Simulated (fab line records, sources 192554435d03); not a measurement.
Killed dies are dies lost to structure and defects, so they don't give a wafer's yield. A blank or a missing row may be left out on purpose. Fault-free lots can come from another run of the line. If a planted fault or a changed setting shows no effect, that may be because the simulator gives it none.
Split-lot trial ; flow n5 finfet ; route with 1938 steps; 7 lots, 21 wafers read

## ABOUT THE SPLIT
At N5_BEOL_M6_COAT_64 (time 60 s, resist thk 12 nm), the setting spin rpm was moved away from the recipe's 1500 rpm on 9 of the 21 wafers read, by -9.4% to +9.7%. All remaining wafers had this setting at the recipe value.

## FROM THE SPLIT TO THE READING: what the file shows between them, 6 steps
- N5_BEOL_M6_EXPOSE_25: exposes mask V5, target cd 40 nm (also split here: dose mj)
- N5_BEOL_M6_PEB_26: peb time 60 s
- N5_BEOL_M6_DEVELOP_27: develop time 30 s
- N5_BEOL_M6_CD_MEAS_28: target cd 40 nm
- N5_BEOL_M6_DESCUM_33: chemistry O2, time 7 s
- N5_BEOL_M6_ETCH_72: etches underlayer in N2/H2, target depth 6.5 nm, time 5.2 s

## THE READING
etch.depth nm (the simulator's own value, which no gauge read), in nm, at N5_BEOL_M6_ETCH_65 (etches SiARC in CF4, target depth 15.6 nm, time 26 s). The file does not state a usual value for it. Average 12.00 nm, standard deviation 0.024 nm, over the 12 wafers here run with the recipe.

wafer;tool, chamber at the split;spin rpm as run, rpm;against the recipe;etch.depth nm, nm;against lot-mates on the recipe
L074.2;litho track-02, 0;1500;recipe;11.97;-
L074.3;litho track-02, 0;1500;recipe;11.96;-
L074.6;litho track-02, 0;1500;recipe;12;-
L076.1;litho track-02, 0;1632;+8.8%;11.48;-0.51
L076.4;litho track-02, 0;1632;+8.8%;11.49;-0.50
L076.5;litho track-02, 0;1500;recipe;11.99;-
L079.3;litho track-01, 0;1500;recipe;12.03;-
L079.5;litho track-01, 0;1500;recipe;12.03;-
L079.4;litho track-01, 0;1359;-9.4%;12.65;+0.62
L087.3;litho track-02, 0;1645;+9.7%;11.49;-0.52
L087.4;litho track-02, 0;1645;+9.7%;11.46;-0.55
L087.6;litho track-02, 0;1500;recipe;12.01;-
L094.4;litho track-02, 0;1446;-3.6%;12.22;+0.18
L094.5;litho track-02, 0;1446;-3.6%;12.25;+0.21
L094.6;litho track-02, 0;1500;recipe;12.04;-
L092.4;litho track-05, 0;1500;recipe;11.99;-
L092.5;litho track-05, 0;1500;recipe;11.99;-
L092.6;litho track-05, 0;1500;recipe;11.98;-
L097.3;litho track-01, 0;1500;recipe;12;-
L097.5;litho track-01, 0;1426;-4.9%;12.3;+0.30
L097.6;litho track-01, 0;1426;-4.9%;12.3;+0.30

FIT RESULTS
A straight line over all 21 wafers: etch.depth nm changes by -0.0596 nm for each +1% of spin rpm; r = -0.99; the points scatter about the line by 0.032 nm.
The same after taking each lot's own level away (the mean of its wafers on the recipe; 21 wafers): -0.0584 nm for each +1%; r = -1.00; scatter 0.021 nm.
According to that fit, moving spin rpm by its largest amount changes the reading by 0.56 nm.
Across the lots, their own levels run from 11.977 to 12.040 nm, a range of 2.7 times the standard deviation given above.
So the lot-to-lot level changes the slope little: the two slopes agree.
Check: for one of the wafers moved furthest among these (+9.7%), held out of the fit, the line's prediction against its lot-mates is -0.569 nm. It came out at -0.52 nm against them.

## THESE WAFERS: OTHER SPLITS
These wafers also went through other splits before the reading. Each is held against what the fit with the lots' levels taken away leaves over:
other split on the same wafers;wafers away from the commonest value;r with etch.depth nm (lot level and that fit taken away)
N5_BEOL_M1_DESCUM_33 time s;7;+0.17
N5_BEOL_M1_TRENCH_ETCH_37 source w;11;+0.25
N5_BEOL_M3_ILD_DEP_00 time s;5;+0.11
N5_BEOL_M4_ETCH_70 time s;6;+0.32
N5_BEOL_M5_EXPOSE_25 dose mj;6;+0.09
N5_BEOL_M6_EXPOSE_25 dose mj;8;+0.12

## THE WHOLE CHAIN: every reading that the file lists as answering this split, in the file's order
step;what it does;reading;change (the file's fit);r (the file's)
N5_BEOL_M6_COAT_64;time 60 s, resist thk 12 nm;SiARC_of_BEOL_M6_COAT_64.thk nm (the simulator's own value, which no gauge read);-0.0638 nm for each +1% of the setting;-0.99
N5_BEOL_M6_ETCH_65;etches SiARC in CF4, target depth 15.6 nm, time 26 s;etch.depth nm (the simulator's own value, which no gauge read);-0.0594 nm for each +1% of the setting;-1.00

## FILE'S OWN FIT
etch.depth nm changes by -0.0594 nm for each +1% of spin rpm, r = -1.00.
